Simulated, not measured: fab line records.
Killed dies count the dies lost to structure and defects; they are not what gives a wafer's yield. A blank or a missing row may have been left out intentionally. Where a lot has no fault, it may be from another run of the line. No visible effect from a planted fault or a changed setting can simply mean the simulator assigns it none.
Chamber matching -- flow n5Finfet -- rieDiel-06 running N5_MOL_CONTACT_COAG_ETCH_105: 4 sister chambers
The step etches SiARC in CF4, target depth 15.6 nm, time 26 s. 27 wafers are shown with their chamber, then 12 later ones without.

WAFERS, EACH WITH ITS CHAMBER
wafer,chamber,throttleValvePct (%),showerheadPlenumPTorr (Torr),drypumpMotorCurrentA (A)
L078.1,3,15.97,2.14,5.7
L078.3,1,15.27,2.28,6.0
L078.5,3,15.96,2.14,5.7
L079.1,3,15.99,2.14,5.7
L079.2,2,15.89,2.20,5.6
L079.4,1,15.27,2.28,6.1
L080.1,2,15.88,2.20,5.6
L080.3,3,15.96,2.14,5.7
L080.4,0,15.59,2.24,5.2
L082.2,2,15.90,2.20,5.6
L082.4,2,15.90,2.20,5.6
L082.6,3,15.99,2.14,5.7
L083.1,3,15.97,2.14,5.7
L083.5,3,15.99,2.14,5.6
L083.6,0,15.60,2.24,5.1
L085.1,3,16.00,2.13,5.6
L085.4,2,15.92,2.20,5.6
L085.5,0,15.61,2.24,5.1
L086.1,2,15.92,2.20,5.5
L086.2,1,15.31,2.27,6.0
L086.5,1,15.30,2.27,6.0
L087.3,0,15.63,2.23,5.1
L087.4,3,16.00,2.13,5.7
L087.6,1,15.31,2.27,6.0
L089.1,3,16.00,2.13,5.7
L089.2,1,15.32,2.27,6.0
L089.4,0,15.65,2.23,5.2

SIGNATURES, as means of the wafers listed above
reading,chamber 0,chamber 1,chamber 2,chamber 3,scatter within a chamber
throttleValvePct,15.6160,15.2967,15.9017,15.9830,0.019
showerheadPlenumPTorr,2.2360,2.2733,2.2000,2.1370,0.00449
drypumpMotorCurrentA,5.140,6.017,5.583,5.680,0.0441
Rule: for a wafer and a chamber, the distance is found by dividing, reading by reading, the gap between the wafer's reading and the chamber's mean by the reading's scatter, squaring, summing and taking the root. The wafer belongs to the nearest chamber; if the next one is less than 2 further off, it can't be placed. How the scatter is found: for the shown wafers, subtract from each reading the mean of its chamber, square and add these, divide the total by (wafers less chambers), then take the root.

WAFERS WHOSE CHAMBER IS MISSING
wafer,throttleValvePct (%),showerheadPlenumPTorr (Torr),drypumpMotorCurrentA (A)
L090.3,15.31,2.27,6.0
L090.4,15.63,2.23,5.1
L090.6,15.30,2.27,6.1
L093.2,16.04,2.13,5.7
L093.5,15.35,2.27,6.0
L093.6,16.03,2.13,5.7
L094.1,15.40,2.20,5.6
L094.4,15.34,2.26,6.0
L094.6,16.05,2.13,5.7
L097.1,15.67,2.23,5.2
L097.2,16.05,2.13,5.6
L097.6,16.05,2.13,5.7

WHICH CHAMBER EACH ONE RAN IN
wafer,from the rows above,in truth
L090.3,1,1
L090.4,0,0
L090.6,1,1
L093.2,3,3
L093.5,1,1
L093.6,3,3
L094.1,0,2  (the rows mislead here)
L094.4,1,1
L094.6,3,3
L097.1,0,0
L097.2,3,3
L097.6,3,3
Correct placement for 11 of the 12. Can't be placed from these rows: 0. Number placed wrongly: 1.
